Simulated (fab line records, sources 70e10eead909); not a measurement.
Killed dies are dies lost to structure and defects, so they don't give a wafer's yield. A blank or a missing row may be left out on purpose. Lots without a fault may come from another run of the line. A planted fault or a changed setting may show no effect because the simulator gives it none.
Chamber matching | flow nand_harc | NHARC_A_CONTACT_ETCH_96 on rie_diel-07: 4 sister chambers
The step etches the open film in C4F6/O2, target depth 20 nm, time 10 s. 4 wafers are shown with their chamber, then 7 later ones without.

WAFERS WITH THEIR CHAMBER
wafer  | chamber | showerhead_plenum_p_Torr (Torr)
L816.2 | 0       | 3.75
L816.3 | 3       | 3.90
L828.1 | 2       | 3.92
L828.2 | 1       | 3.80

WAFERS WITHOUT THEIR CHAMBER
wafer  | showerhead_plenum_p_Torr (Torr)
L828.5 | 3.80
L829.1 | 3.92
L829.4 | 3.80
L829.5 | 3.80
L832.2 | 3.74
L832.4 | 3.80
L832.6 | 3.74

WHICH CHAMBER EACH WENT THROUGH
wafer  | from the rows above | in truth
L828.5 | 1                   | 1
L829.1 | 2                   | 2
L829.4 | 1                   | 1
L829.5 | 1                   | 1
L832.2 | 0                   | 0
L832.4 | 1                   | 1
L832.6 | 0                   | 0
Placed correctly: 7 of 7. Can't be placed from these rows: 0. Placed wrongly: 0.
How it was worked out, from the rows above alone: a wafer's distance from a chamber is the root of the sum, over the readings, of the square of ((its reading less the chamber's mean) divided by the reading's scatter). The wafer belongs to the nearest chamber; if the next one is less than 2 further off, it can't be placed. A chamber's mean is the mean of its shown wafers. The scatter: with one shown wafer a chamber, the root of the mean of the squares of how far each hidden wafer lies from its nearest shown one.
